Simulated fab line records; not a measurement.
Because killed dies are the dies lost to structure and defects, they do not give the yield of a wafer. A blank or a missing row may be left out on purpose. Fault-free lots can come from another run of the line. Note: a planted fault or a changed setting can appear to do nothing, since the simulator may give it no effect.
Matching of chambers ; flow n5Finfet ; N5_FIN_CUT_CUT_ETCH_27 on rieDiel-03 has 4 sister chambers
The step etches SiO2 in CHF3/O2, target depth 4 nm, overetch 2 nm, time 4.9 s. 4 wafers are shown with their chamber, then 9 later ones without.

WAFERS PAIRED WITH THEIR CHAMBERS
wafer;chamber;showerheadPlenumPTorr (Torr)
L083.3;3;2.34
L085.1;0;2.32
L085.3;1;2.48
L085.5;2;2.32

WAFERS WITHOUT THEIR CHAMBER
wafer;showerheadPlenumPTorr (Torr)
L087.1;2.31
L087.3;2.32
L087.6;2.31
L092.1;2.31
L092.2;2.34
L092.4;2.32
L094.1;2.32
L094.5;2.32
L094.6;2.47

THE CHAMBER EACH PASSED THROUGH
wafer;from the rows above;in truth
L087.1;can't be placed: 0 or 2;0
L087.3;can't be placed: 0 or 2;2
L087.6;can't be placed: 0 or 2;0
L092.1;can't be placed: 0 or 2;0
L092.2;3;3
L092.4;can't be placed: 0 or 2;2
L094.1;can't be placed: 0 or 2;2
L094.5;can't be placed: 0 or 2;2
L094.6;1;1
Placed correctly: 2 of 9. From these rows, 7 cannot be placed; in 7 the true chamber is one of the candidates. Placed wrongly: 0.
How it was worked out, from the rows above alone: a wafer's distance from a chamber is the root of the sum, over the readings, of the square of ((its reading less the chamber's mean) divided by the reading's scatter). The wafer belongs to the nearest chamber; if the next one is less than 2 further off, it can't be placed. The mean given for a chamber averages the wafers shown for that chamber. The scatter: with one shown wafer a chamber, the root of the mean of the squares of how far each hidden wafer lies from its nearest shown one.
